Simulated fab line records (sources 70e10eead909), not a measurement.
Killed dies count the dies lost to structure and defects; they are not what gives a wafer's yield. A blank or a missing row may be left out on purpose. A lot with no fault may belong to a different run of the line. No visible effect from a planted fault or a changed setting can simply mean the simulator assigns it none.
Matching of chambers || flow nand_harc || NHARC_A_CHANNEL_FILL_D2_ETCHBACK_20 on rie_diel-12: 4 sister chambers
The step etches the open film in C4F8/O2/Ar, target depth 27 nm, time 13.5 s. 14 wafers are shown with their chamber, then 7 later ones without.

EACH WAFER AND ITS CHAMBER
{"wafer": "L898.3", "chamber": 3, "rf_vpp_V (V)": 975, "bias_w (W)": 1505, "oes_product_au (a.u.)": 0.917}
{"wafer": "L898.5", "chamber": 1, "rf_vpp_V (V)": 982, "bias_w (W)": 1500, "oes_product_au (a.u.)": 0.919}
{"wafer": "L898.6", "chamber": 2, "rf_vpp_V (V)": 979, "bias_w (W)": 1504, "oes_product_au (a.u.)": 0.920}
{"wafer": "L907.4", "chamber": 2, "rf_vpp_V (V)": 979, "bias_w (W)": 1493, "oes_product_au (a.u.)": 0.992}
{"wafer": "L907.5", "chamber": 3, "rf_vpp_V (V)": 975, "bias_w (W)": 1499, "oes_product_au (a.u.)": 0.994}
{"wafer": "L907.6", "chamber": 2, "rf_vpp_V (V)": 978, "bias_w (W)": 1495, "oes_product_au (a.u.)": 0.986}
{"wafer": "L914.3", "chamber": 0, "rf_vpp_V (V)": 972, "bias_w (W)": 1505, "oes_product_au (a.u.)": 0.991}
{"wafer": "L914.4", "chamber": 1, "rf_vpp_V (V)": 981, "bias_w (W)": 1497, "oes_product_au (a.u.)": 0.988}
{"wafer": "L914.6", "chamber": 2, "rf_vpp_V (V)": 978, "bias_w (W)": 1500, "oes_product_au (a.u.)": 1.004}
{"wafer": "L915.1", "chamber": 2, "rf_vpp_V (V)": 980, "bias_w (W)": 1500, "oes_product_au (a.u.)": 1.006}
{"wafer": "L915.2", "chamber": 1, "rf_vpp_V (V)": 984, "bias_w (W)": 1499, "oes_product_au (a.u.)": 1.006}
{"wafer": "L915.3", "chamber": 3, "rf_vpp_V (V)": 976, "bias_w (W)": 1502, "oes_product_au (a.u.)": 1.004}
{"wafer": "L916.4", "chamber": 1, "rf_vpp_V (V)": 980, "bias_w (W)": 1501, "oes_product_au (a.u.)": 1.009}
{"wafer": "L916.5", "chamber": 2, "rf_vpp_V (V)": 978, "bias_w (W)": 1497, "oes_product_au (a.u.)": 0.997}

SIGNATURES (means of the wafers above)
{"reading": "rf_vpp_V", "chamber 0": 972.00, "chamber 1": 981.75, "chamber 2": 978.67, "chamber 3": 975.33, "scatter within a chamber": 1.13}
{"reading": "bias_w", "chamber 0": 1505.00, "chamber 1": 1499.25, "chamber 2": 1498.17, "chamber 3": 1502.00, "scatter within a chamber": 3.25}
{"reading": "oes_product_au", "chamber 0": 0.99100, "chamber 1": 0.98050, "chamber 2": 0.98417, "chamber 3": 0.97167, "scatter within a chamber": 0.0388}
Rule: for a wafer and a chamber, the distance is found by dividing, reading by reading, the gap between the wafer's reading and the chamber's mean by the reading's scatter, squaring, summing and taking the root. The wafer belongs to the nearest chamber; if the next one is less than 2 further off, it can't be placed. The scatter: take each reading less its chamber's mean, square it, sum over the shown wafers, divide by the number of wafers less the number of chambers, and take the root.

WAFERS MISSING THEIR CHAMBER
{"wafer": "L916.6", "rf_vpp_V (V)": 982, "bias_w (W)": 1499, "oes_product_au (a.u.)": 1.005}
{"wafer": "L917.1", "rf_vpp_V (V)": 979, "bias_w (W)": 1505, "oes_product_au (a.u.)": 1.004}
{"wafer": "L917.2", "rf_vpp_V (V)": 972, "bias_w (W)": 1502, "oes_product_au (a.u.)": 1.003}
{"wafer": "L917.4", "rf_vpp_V (V)": 977, "bias_w (W)": 1502, "oes_product_au (a.u.)": 1.013}
{"wafer": "L918.3", "rf_vpp_V (V)": 984, "bias_w (W)": 1492, "oes_product_au (a.u.)": 0.971}
{"wafer": "L918.4", "rf_vpp_V (V)": 972, "bias_w (W)": 1503, "oes_product_au (a.u.)": 0.962}
{"wafer": "L918.5", "rf_vpp_V (V)": 975, "bias_w (W)": 1504, "oes_product_au (a.u.)": 0.979}

CHAMBER TAKEN BY EACH
{"wafer": "L916.6", "from the rows above": 1, "in truth": 1}
{"wafer": "L917.1", "from the rows above": "can't be placed: 2 or 1 or 3", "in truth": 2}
{"wafer": "L917.2", "from the rows above": 0, "in truth": 0}
{"wafer": "L917.4", "from the rows above": "can't be placed: 3 or 2", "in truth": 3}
{"wafer": "L918.3", "from the rows above": 1, "in truth": 1}
{"wafer": "L918.4", "from the rows above": 0, "in truth": 0}
{"wafer": "L918.5", "from the rows above": "can't be placed: 3 or 0", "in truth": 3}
Correct placement for 4 of the 7. Can't be placed from these rows: 3 (the true chamber is among the candidates in 3). Wrongly placed: 0.
